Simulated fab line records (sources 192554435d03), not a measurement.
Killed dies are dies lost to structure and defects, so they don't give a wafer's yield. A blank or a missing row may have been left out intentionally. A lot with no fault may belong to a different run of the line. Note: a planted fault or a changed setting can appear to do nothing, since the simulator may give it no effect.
Matching of chambers + flow n5_finfet + pecvd-02 running N5_BEOL_M10_ILD_DEP_00: 3 sister chambers
The step deposits SiCOH lowk from DEMS/porogen, target thk 308.51 nm, time 58 s. 6 wafers are shown with their chamber, then 6 later ones without.

== WAFERS, EACH WITH ITS CHAMBER ==
| wafer  | chamber | heater_power_w (W) | showerhead_plenum_p_Torr (Torr) |
|--------|---------|--------------------|---------------------------------|
| L626.3 | 0       | 294                | 5.721                           |
| L640.3 | 1       | 250                | 5.706                           |
| L640.4 | 2       | 359                | 5.742                           |
| L640.6 | 0       | 334                | 5.708                           |
| L641.1 | 1       | 242                | 5.707                           |
| L641.5 | 2       | 308                | 5.722                           |

== WAFERS WITH NO CHAMBER GIVEN ==
| wafer  | heater_power_w (W) | showerhead_plenum_p_Torr (Torr) |
|--------|--------------------|---------------------------------|
| L641.6 | 255                | 5.725                           |
| L639.1 | 299                | 5.721                           |
| L639.3 | 230                | 5.726                           |
| L644.3 | 284                | 5.711                           |
| L644.5 | 258                | 5.713                           |
| L644.6 | 289                | 5.712                           |

== WHICH CHAMBER EACH WENT THROUGH ==
| wafer  | from the rows above          | in truth |
|--------|------------------------------|----------|
| L641.6 | can't be placed: 1 or 0 or 2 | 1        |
| L639.1 | can't be placed: 0 or 2 or 1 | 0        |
| L639.3 | can't be placed: 1 or 0 or 2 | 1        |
| L644.3 | can't be placed: 0 or 1 or 2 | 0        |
| L644.5 | can't be placed: 1 or 0      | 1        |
| L644.6 | can't be placed: 0 or 1 or 2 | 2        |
Placed correctly: 0 of 6. From these rows, 6 cannot be placed; in 6 the true chamber is one of the candidates. Wrongly placed: 0.
How it was worked out, from the rows above alone: a wafer's distance from a chamber is the root of the sum, over the readings, of the square of ((its reading less the chamber's mean) divided by the reading's scatter). If the next closest chamber is less than 2 further off than the closest, the wafer can't be placed; otherwise it belongs to the closest. A chamber's mean is the mean of its shown wafers. How the scatter is found: for the shown wafers, subtract from each reading the mean of its chamber, square and add these, divide the total by (wafers less chambers), then take the root.
